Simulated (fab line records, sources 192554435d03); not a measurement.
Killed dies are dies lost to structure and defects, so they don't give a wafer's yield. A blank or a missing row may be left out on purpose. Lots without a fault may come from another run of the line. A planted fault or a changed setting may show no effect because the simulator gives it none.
fab line records | flow n5_finfet
record lots=10 wafers=30 last_day=18
route steps=1938 shown BEOL_M1@833 BEOL_M2@842 BEOL_M4@1111 PASSIVATION@1936
lots that met no fault: from a run of the same line without faults
start_h: hours from the record's first day to the start of the lot's first wafer shown | wait_h: hours since the lot's step before | " the same as in the row above | L1.1+2: a row that stands for several wafers | - no value, or no start given | * or withheld: withheld | < > ~ a bound
route shown NAME@n: a module of which the file shows steps, and the number in the route of the first | usual: mean/standard deviation of fault-free wafers | same: alike in all rows | chamber/n: place in a boat | sites: the reading at each site | _std_site: their standard deviation | _edge_site: outer sites' mean less inner sites' | radius_mm: how far each site lies from the wafer's centre | mask NAME#n: copy n | behind: the tool/chamber that last shaped the wafer | hold: why the lot was held/for how many hours/how that ended | device: the transistor (n, p or np) that didn't switch | end of line: the same wafers' tests at the end of the route | a step without rows: its recipe alone | killed: dies lost to structure and defects at the first sort, not the wafer's yield | map: a wafer's dies, x killed, . not, _ none there
set.NAME: the setting as run; set.NAME@STEP: as run at that earlier step | model.NAME: the simulator's own value behind a step, which no gauge read
steps of the route over a sample of lots; a table a step, a row a wafer
services: from which hour (start_h, from the record's first day; less than 0 if before it) a tool's chamber was out of use, for how many hours, and why
## steps
# step N5_BEOL_M1_CMP_52
# recipe stop_on=SiOC t_overpolish_s=6.8 down_force_psi=1 platen_rpm=50 clearing_platen_down_force_psi=1.5 clearing_platen_rpm=50 post_cmp_clean=cu_alkaline target_thk_nm=40 clearing_platen_pad_velocity_m_s=0.99484 pad_velocity_m_s=0.99484
# usual barrier_field_endpoint_s=24.7/0.63 motor_current_A=6.3/0.65 overpolish_run_s=6.800/0.0091 time_to_endpoint_s=62/3.5
# columns lot.wafer tool chamber start_h wait_h barrier_field_endpoint_s motor_current_A overpolish_run_s time_to_endpoint_s
L198.1 cmp-04 0 153.23 0.3 24.3 7.2 6.792 61
L198.2 " 1 " " 23.6 5.8 6.800 58
L198.5 " 3 " " 24.4 6.3 6.796 62
L199.3 cmp-01 0 154.77 0.2 23.2 7.1 6.808 57
L199.1 " 1 " " 24.8 6.3 6.802 67
L199.5 " 0 " " 23.5 7.5 6.792 54
L201.2 cmp-03 1 167.33 0.2 25.7 6.0 6.812 69
L201.1 " 3 " " 25.2 6.5 6.804 64
L201.6 " 1 " " 25.8 6.0 6.799 65
L202.1 cmp-04 0 175.65 0.3 24.3 7.4 6.801 60
L202.3 " 1 " " 23.6 5.9 6.796 58
L202.6 " 3 " " 24.7 5.9 6.812 62
L204.3 cmp-04 3 186.13 0.2 24.7 5.8 6.789 63
L204.2 " 0 " " 24.4 7.2 6.796 61
L204.5 " 1 " " 24.3 5.9 6.792 58
L205.1 cmp-04 3 190.87 0.3 25.5 6.0 6.789 68
L205.5 " 3 " " 25.6 6.1 6.803 65
L205.6 " 0 " " 25.4 7.5 6.808 65
L207.1 cmp-03 3 194.08 0.3 24.2 6.2 6.791 59
L207.2 " 1 " " 24.5 5.7 6.800 62
L207.6 " 2 " " 24.4 5.3 6.788 59
L213.3 cmp-01 0 229.55 1.5 24.1 7.5 6.789 59
L213.5 " 0 " " 24.7 7.6 6.802 58
L213.6 " 1 " " 26.1 6.0 6.805 65
L214.2 cmp-01 3 239.70 0.2 25.3 6.0 6.800 64
L214.5 " 3 " " 25.0 6.1 6.813 65
L214.6 " 0 " " 24.6 7.3 6.801 60
L218.1 cmp-04 0 270.65 0.3 23.8 7.4 6.803 60
L218.3 " 1 " " 24.0 5.7 6.801 55
L218.5 " 0 " " 24.6 7.1 6.802 59
# step N5_BEOL_M1_CO_CAP_55
# recipe material=Co target_thk_a=20 temp_c=200 precursor=CCTBA/H2 pressure_torr=30 time_s=102.1
# usual chamber_pressure_Torr=30.01/0.071 heater_power_w=221/17 susceptor_temp_C=200.00/0.17
# columns lot.wafer tool chamber start_h wait_h chamber_pressure_Torr heater_power_w susceptor_temp_C
L198.1 cvd_co-02 2 153.56 0.0 30.03 220 200.09
L198.2 " 0 " " 30.03 231 200.19
L198.5 " 0 " " 30.04 227 200.15
L199.1 cvd_co-02 1 155.10 0.0 29.98 256 200.05
L199.3 " 0 " " 29.99 235 199.66
L199.5 " 2 " " 29.98 222 200.33
L201.1 cvd_co-01 2 167.67 0.0 29.96 197 200.22
L201.2 " 0 " " 30.00 217 199.98
L201.6 " 1 " " 30.15 220 200.11
L202.1 cvd_co-01 1 176.37 0.0 29.91 222 199.83
L202.3 " 2 " " 29.96 197 200.12
L202.6 " 1 " " 30.07 216 200.11
L204.2 cvd_co-01 0 186.42 0.0 29.91 219 199.87
L204.3 " 2 " " 30.07 193 199.62
L204.5 " 2 " " 30.05 194 199.85
L205.1 cvd_co-01 2 191.26 0.0 30.03 196 199.90
L205.5 " 1 " " 29.97 220 199.74
L205.6 " 2 " " 30.07 193 199.89
L207.1 cvd_co-01 1 194.44 0.0 30.07 221 199.94
L207.2 " 2 " " 29.91 193 199.87
L207.6 " 1 " " 30.04 213 199.67
L213.3 cvd_co-01 1 230.15 0.0 29.81 211 200.13
L213.5 " 2 " " 30.06 194 199.97
L213.6 " 0 " " 30.05 221 199.96
L214.2 cvd_co-01 0 240.07 0.0 30.00 218 200.27
L214.5 " 2 " " 30.02 196 200.08
L214.6 " 0 " " 30.06 219 200.11
L218.1 cvd_co-02 0 271.05 0.0 29.94 235 200.06
L218.3 " 1 " " 30.10 253 199.76
L218.5 " 0 " " 29.89 232 200.03
# step N5_BEOL_M2_THK_MEAS_01
# recipe reads=SiOC_of_BEOL_M2_ILD_DEP_00
# usual M2_ILD_THK=79.1/1.2
# columns lot.wafer tool chamber start_h wait_h M2_ILD_THK[nm]
L198.1 film_metro-02 - 153.87 0.0 77.7
L198.2 " - " " 78.1
L198.5 " - " " 78.7
L199.1 film_metro-02 - 155.41 0.0 80.4
L199.3 " - " " 80.9
L199.5 " - " " 81.5
L201.1 film_metro-01 - 167.98 0.0 77.4
L201.2 " - " " 78.0
L201.6 " - " " 79.5
L202.1 film_metro-01 - 176.69 0.0 78.0
L202.3 " - " " 79.2
L202.6 " - " " 80.6
L204.2 film_metro-01 - 186.74 0.1 78.8
L204.3 " - " " 78.7
L204.5 " - " " 79.0
L205.1 film_metro-02 - 191.61 0.0 77.8
L205.5 " - " " 78.9
L205.6 " - " " 78.9
L207.1 film_metro-01 - 194.79 0.0 77.6
L207.2 " - " " 78.6
L207.6 " - " " 79.0
L213.3 film_metro-02 - 230.50 0.1 80.2
L213.5 " - " " 80.9
L213.6 " - " " 79.4
L214.2 film_metro-01 - 240.43 0.1 79.7
L214.5 " - " " 78.7
L214.6 " - " " 81.0
L218.1 film_metro-01 - 271.36 0.0 79.9
L218.3 " - " " 80.0
L218.5 " - " " 81.3
# step N5_BEOL_M2_EXPOSE_08
# recipe mask_id=M2 na=0.33 source_shape=dipole sigma_inner=0.369 sigma_outer=0.767 polarization=unpolarized dose_mj=41.25
# usual exposure_dose_mJ_cm2=41.52/0.24 stage_msd_nm=0.75/0.048
# same sigma_inner=0.369
# columns lot.wafer tool chamber start_h wait_h mask exposure_dose_mJ_cm2 stage_msd_nm
L198.1 euv_scanner-02 0 155.38 - M2#0 41.66 0.72
L198.2 " 0 " " M2#0 41.67 0.72
L198.5 " 0 " " M2#0 41.62 0.72
L199.1 euv_scanner-01 0 156.62 - M2#0 41.23 0.82
L199.3 " 0 " " M2#0 41.23 0.82
L199.5 " 0 " " M2#0 41.22 0.81
L201.1 euv_scanner-01 0 168.47 - M2#0 41.21 0.81
L201.2 " 0 " " M2#0 41.25 0.81
L201.6 " 0 " " M2#0 41.27 0.81
L202.1 euv_scanner-02 0 179.42 - M2#0 41.69 0.71
L202.3 " 0 " " M2#0 41.74 0.71
L202.6 " 0 " " M2#0 41.73 0.71
L204.2 euv_scanner-01 0 188.25 - M2#0 43.17 0.81
L204.3 " 0 " " M2#0 43.21 0.81
L204.5 " 0 " " M2#0 43.21 0.81
L205.1 euv_scanner-02 0 192.09 - M2#0 41.69 0.71
L205.5 " 0 " " M2#0 41.68 0.71
L205.6 " 0 " " M2#0 41.67 0.71
L207.1 euv_scanner-01 0 195.54 - M2#0 42.76 0.81
L207.2 " 0 " " M2#0 42.73 0.81
L207.6 " 0 " " M2#0 42.74 0.82
L213.3 euv_scanner-02 0 232.47 - M2#0 41.71 0.72
L213.5 " 0 " " M2#0 41.65 0.72
L213.6 " 0 " " M2#0 41.70 0.72
L214.2 euv_scanner-02 0 241.02 - M2#0 41.73 0.72
L214.5 " 0 " " M2#0 41.72 0.72
L214.6 " 0 " " M2#0 41.77 0.72
L218.1 euv_scanner-02 0 272.37 - M2#0 41.69 0.73
L218.3 " 0 " " M2#0 41.65 0.72
L218.5 " 0 " " M2#0 41.72 0.72
# step N5_BEOL_M4_RC_MEAS_101
# usual DIBL_N=36.7/1.8 DIBL_P=37.0/2.4 IOFF_N=0.17/0.036 IOFF_P=0.22/0.042 ION_N=673/12 ION_P=462/8.5 SS_N=71.7/0.62 SS_P=73.4/0.65 VT_N=250/3.7 VT_P=-250/3.7
# columns lot.wafer tool chamber start_h wait_h DIBL_N[mV/V] DIBL_P[mV/V] IOFF_N[nA/um] IOFF_P[nA/um] ION_N[uA/um] ION_P[uA/um] SS_N[mV/dec] SS_P[mV/dec] VT_N[mV] VT_P[mV]
L198.1 prober-02 0 195.99 0.0 36.8 37.0 0.15 0.20 660 460 72.2 73.1 252 -253
L198.2 " 0 " " 36.4 36.0 0.14 0.18 666 460 71.8 73.5 253 -255
L198.5 " 0 " " 38.0 38.4 0.18 0.21 667 457 72.5 73.6 251 -253
L201.1 prober-01 0 204.56 0.0 37.7 38.4 0.17 0.21 670 455 72.2 73.5 251 -253
L201.2 " 0 " " 34.6 34.7 0.13 0.16 671 456 71.1 72.0 252 -255
L201.6 " 0 " " 35.9 35.1 0.14 0.17 655 447 71.1 73.6 252 -254
L199.1 prober-02 0 211.89 0.0 38.2 38.0 0.18 0.24 671 462 72.3 73.9 249 -246
L199.3 " 0 " " 35.4 34.7 0.13 0.20 674 470 71.2 72.7 253 -248
L199.5 " 0 " " 36.1 35.7 0.15 0.21 661 462 71.0 72.8 250 -251
L202.1 prober-01 0 233.22 0.0 35.5 35.9 0.15 0.21 669 461 71.5 72.5 248 -252
L202.3 " 0 " " 36.9 37.3 0.17 0.22 669 460 72.1 73.8 250 -252
L202.6 " 0 " " 39.9 40.9 0.24 0.27 687 463 73.2 74.7 244 -250
L204.2 prober-02 0 233.76 0.2 41.1 41.2 0.24 0.27 692 467 72.5 73.7 244 -251
L204.3 " 0 " " 38.2 38.3 0.18 0.20 672 456 72.0 73.1 248 -255
L204.5 " 0 " " 37.5 37.9 0.17 0.21 670 451 71.7 73.3 247 -251
L207.1 prober-02 0 237.03 0.0 37.4 38.1 0.18 0.23 675 459 71.5 74.1 248 -251
L207.2 " 0 " " 36.3 37.3 0.16 0.23 687 471 71.8 73.4 249 -250
L207.6 " 0 " " 37.2 36.4 0.16 0.21 689 470 71.9 73.1 248 -250
L205.1 prober-01 0 237.71 0.0 35.9 35.9 0.17 0.25 683 479 71.0 72.7 246 -243
L205.5 " 0 " " 35.4 35.4 0.15 0.24 667 470 72.1 72.2 250 -244
L205.6 " 0 " " 37.8 37.7 0.20 0.29 672 474 71.9 73.1 245 -243
L213.3 prober-02 0 282.98 0.3 39.3 41.1 0.23 0.29 690 478 71.9 73.8 243 -244
L213.5 " 0 " " 40.1 41.8 0.24 0.32 694 473 72.3 74.4 243 -242
L213.6 " 0 " " 37.9 40.0 0.21 0.28 692 478 72.5 74.2 243 -242
L214.2 prober-02 0 287.12 0.2 38.5 35.5 0.19 0.22 677 463 73.4 73.6 249 -246
L214.5 " 0 " " 36.2 32.7 0.14 0.17 662 453 71.1 72.6 253 -251
L214.6 " 0 " " 35.7 33.9 0.16 0.20 686 471 71.4 72.8 250 -249
L218.1 prober-02 0 330.73 0.0 37.6 38.4 0.18 0.24 684 467 72.0 72.7 248 -250
L218.3 " 0 " " 36.9 37.5 0.16 0.22 671 460 71.8 73.1 249 -254
L218.5 " 0 " " 36.6 37.7 0.16 0.23 676 469 71.8 73.9 249 -251
# step N5_PASSIVATION_PROBE_49
# usual defect_limited_yield=91.1/1.4 killed_at_M0_to_M3=32/9.3 killed_at_M4_up=13/5.8 killed_at_contacts=12/6.3 killed_at_front_end=44/12 killed_at_other=3.6/2.7 killed_dies=104/17 killed_on_rim=14/3.9 killed_open=69/13 killed_short=34/6.9 sort_bin_5_function=5.2/0.98 sort_bin_6_memory=3.3/0.59 sort_n_pass=1075/17 sort_yield_pct=91.1/1.4
# same gross_dies=1180 killed_at_back_side=0 sort_bin_4_leakage[%]=0 sort_bin_8_speed[%]=0
# columns lot.wafer tool chamber start_h wait_h defect_limited_yield[%] killed_at_M0_to_M3 killed_at_M4_up killed_at_contacts killed_at_front_end killed_at_other killed_dies killed_on_rim killed_open killed_short sort_bin_5_function[%] sort_bin_6_memory[%] sort_n_pass sort_yield_pct[%]
L204.2 prober-01 - 341.14 0.1 69.7 276 6 17 53 6 358 45 91 32 17.3 11.8 822 69.7
L204.3 prober-01 - 341.19 0.1 72.6 245 12 16 47 3 323 44 64 36 15.8 10.3 857 72.6
L204.5 prober-01 - 341.29 0.2 73.5 258 9 7 36 3 313 40 55 32 15.4 9.9 867 73.5
L207.1 prober-02 - 351.28 0.0 82.9 125 21 13 43 0 202 30 63 37 9.7 7.0 978 82.9
L207.2 prober-02 - 351.33 0.1 82.0 146 9 15 42 0 212 25 64 41 9.9 7.4 968 82.0
L207.6 prober-02 - 351.53 0.3 84.1 139 4 4 37 4 188 21 56 34 9.9 5.2 992 84.1
# killed by level:class
L204.2 BEOL_M2:area_expose=235 MOL_CONTACT_COAG:geometric_particle:open=16 STI_FIN_REVEAL:geometric_particle:open=10 FIN_SAQP:geometric_particle:open=9 BEOL_M3:geometric_particle:open=8 BEOL_M1:geometric_particle:open=7 BEOL_M2:geometric_particle:open=7 FIN_SAQP:geometric_particle:short=6
L204.3 BEOL_M2:area_expose=221 FIN_SAQP:geometric_particle:short=15 MOL_CONTACT_COAG:geometric_particle:open=15 BEOL_M1:geometric_particle:open=11 FIN_SAQP:geometric_particle:open=6 DUMMY_GATE:geometric_particle:open=5 BEOL_M2:geometric_particle:open=4 STI_FIN_REVEAL:geometric_particle:open=3
L204.5 BEOL_M2:area_expose=226 BEOL_M0_SAQP:geometric_particle:short=9 STI_FIN_REVEAL:geometric_particle:open=8 GATE_CUT:geometric_particle:open=8 BEOL_M0_SAQP:geometric_particle:open=6 BEOL_M4:geometric_particle:open=6 GATE_CUT:geometric_particle:short=4 MOL_CONTACT_COAG:geometric_particle:open=4
L207.1 BEOL_M2:area_expose=101 DUMMY_GATE:geometric_particle:open=11 MOL_CONTACT_COAG:geometric_particle:open=10 GATE_CUT:geometric_particle:short=7 BEOL_M3:geometric_particle:open=6 BEOL_M4:geometric_particle:open=6 FIN_SAQP:geometric_particle:short=5 BEOL_M0_SAQP:geometric_particle:open=5
L207.2 BEOL_M2:area_expose=107 FIN_SAQP:geometric_particle:short=19 MOL_CONTACT_COAG:geometric_particle:open=14 BEOL_M0_SAQP:geometric_particle:open=13 BEOL_M0_SAQP:geometric_particle:short=10 FIN_SAQP:geometric_particle:open=8 BEOL_M3:geometric_particle:open=6 BEOL_M1:geometric_particle:open=5
L207.6 BEOL_M2:area_expose=98 BEOL_M3:geometric_particle:open=11 BEOL_M2:geometric_particle:open=10 SPACER0:geometric_particle:short=7 BEOL_M0_SAQP:geometric_particle:open=7 BEOL_M0_SAQP:geometric_particle:short=6 FIN_SAQP:geometric_particle:short=5 FIN_SAQP:geometric_particle:open=4
## services
# columns tool chamber start_h hours kind
euv_scanner-02 - 132.83 0.4 repair
cmp-01 - 140.20 1.9 repair
cmp-04 - 141.14 4.0 pm
euv_scanner-01 - 142.86 4.6 pm
cmp-04 - 145.14 - consumable_replace:conditioner
cmp-04 - 145.14 - consumable_replace:pad
euv_scanner-02 - 147.46 1.0 pm
euv_scanner-01 - 154.76 1.0 pm
cvd_co-02 - 157.45 0.8 repair
euv_scanner-02 - 165.35 12.0 pm
cmp-03 - 185.38 1.5 repair
cvd_co-01 0 186.88 23.8 repair
cmp-03 - 190.72 0.2 repair
euv_scanner-02 - 201.25 1.0 pm
cmp-03 - 210.84 0.7 repair
euv_scanner-01 - 210.89 1.0 pm
cvd_co-02 - 222.41 14.6 pm
cmp-03 - 224.37 63.0 repair
cmp-01 - 231.26 4.0 pm
euv_scanner-02 - 246.82 2.4 repair
euv_scanner-02 - 257.40 1.0 pm
cmp-01 - 258.05 0.7 repair
euv_scanner-01 - 267.04 1.0 pm
euv_scanner-02 - 269.65 1.1 repair
## key
first_sign step=N5_BEOL_M2_EXPOSE_08 reading=exposure_dose_mJ_cm2 direction=up sigmas=6.1 usual=41.52 struck=42.97
effect step=N5_PASSIVATION_PROBE_49 reading=killed_at_M0_to_M3 direction=up sigmas=18 usual=32 struck=198
more_kills_born_at N5_BEOL_M2_EXPOSE_08@euv_scanner-01=988
met_at N5_BEOL_M2_EXPOSE_08
struck_lots L204,L207
loop_trim step=N5_BEOL_M2_EXPOSE_08 setting=dose lots=L207
not_acting_at N5_BEOL_M1_CMP_52,N5_BEOL_M1_CO_CAP_55,N5_BEOL_M2_THK_MEAS_01
onset_between 168.47 188.25
fault kind=process_parameter_drift tool=euv_scanner-01 chamber=- onset_h=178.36 steps=N5_BEOL_M2_EXPOSE_08 channel=dose_mj offset=1.9634 shape=step acts_in=these_recipes_only stated=41.25
# loop_trim: a control loop set the setting to another value than it would have without faults
